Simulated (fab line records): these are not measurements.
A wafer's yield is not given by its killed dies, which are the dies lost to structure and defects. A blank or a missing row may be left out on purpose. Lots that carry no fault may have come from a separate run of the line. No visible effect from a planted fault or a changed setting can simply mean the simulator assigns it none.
Matching of chambers :: flow nand_harc :: NHARC_A_CONTACT_ETCH_102 on rie_diel-02 has 4 sister chambers
The step etches the open film in CF4/O2, target depth 100 nm, overetch 10 nm, time 55 s. 8 wafers are shown with their chamber, then 7 later ones without.

== WAFERS PAIRED WITH THEIR CHAMBERS ==
wafer: L743.5
chamber: 3
showerhead_plenum_p_Torr (Torr): 1.39
oes_product_au (a.u.): 0.983

wafer: L746.4
chamber: 3
showerhead_plenum_p_Torr (Torr): 1.39
oes_product_au (a.u.): 0.986

wafer: L747.3
chamber: 1
showerhead_plenum_p_Torr (Torr): 1.38
oes_product_au (a.u.): 1.014

wafer: L747.6
chamber: 2
showerhead_plenum_p_Torr (Torr): 1.24
oes_product_au (a.u.): 1.000

wafer: L749.4
chamber: 2
showerhead_plenum_p_Torr (Torr): 1.24
oes_product_au (a.u.): 0.983

wafer: L749.6
chamber: 0
showerhead_plenum_p_Torr (Torr): 1.38
oes_product_au (a.u.): 1.000

wafer: L762.2
chamber: 0
showerhead_plenum_p_Torr (Torr): 1.37
oes_product_au (a.u.): 0.995

wafer: L762.3
chamber: 1
showerhead_plenum_p_Torr (Torr): 1.37
oes_product_au (a.u.): 1.020

== WAFERS WHOSE CHAMBER IS MISSING ==
wafer: L762.4
showerhead_plenum_p_Torr (Torr): 1.24
oes_product_au (a.u.): 1.010

wafer: L764.1
showerhead_plenum_p_Torr (Torr): 1.37
oes_product_au (a.u.): 0.999

wafer: L764.2
showerhead_plenum_p_Torr (Torr): 1.38
oes_product_au (a.u.): 0.991

wafer: L764.5
showerhead_plenum_p_Torr (Torr): 1.37
oes_product_au (a.u.): 1.002

wafer: L763.1
showerhead_plenum_p_Torr (Torr): 1.23
oes_product_au (a.u.): 1.001

wafer: L763.2
showerhead_plenum_p_Torr (Torr): 1.38
oes_product_au (a.u.): 0.991

wafer: L763.5
showerhead_plenum_p_Torr (Torr): 1.37
oes_product_au (a.u.): 1.003

== THE CHAMBER EACH PASSED THROUGH ==
wafer: L762.4
from the rows above: 2
in truth: 2

wafer: L764.1
from the rows above: can't be placed: 0 or 1
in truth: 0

wafer: L764.2
from the rows above: can't be placed: 0 or 3
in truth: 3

wafer: L764.5
from the rows above: can't be placed: 0 or 1
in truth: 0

wafer: L763.1
from the rows above: 2
in truth: 2

wafer: L763.2
from the rows above: can't be placed: 0 or 3
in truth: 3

wafer: L763.5
from the rows above: can't be placed: 0 or 1
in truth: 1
Placed correctly: 2 of 7. From these rows, 5 cannot be placed; in 5 the true chamber is one of the candidates. 0 placed wrongly.
How it was worked out, from the rows above alone: a wafer's distance from a chamber is the root of the sum, over the readings, of the square of ((its reading less the chamber's mean) divided by the reading's scatter). The wafer belongs to the nearest chamber; if the next one is less than 2 further off, it can't be placed. Each chamber's mean is taken over the wafers shown for it. The scatter: take each reading less its chamber's mean, square it, sum over the shown wafers, divide by the number of wafers less the number of chambers, and take the root.
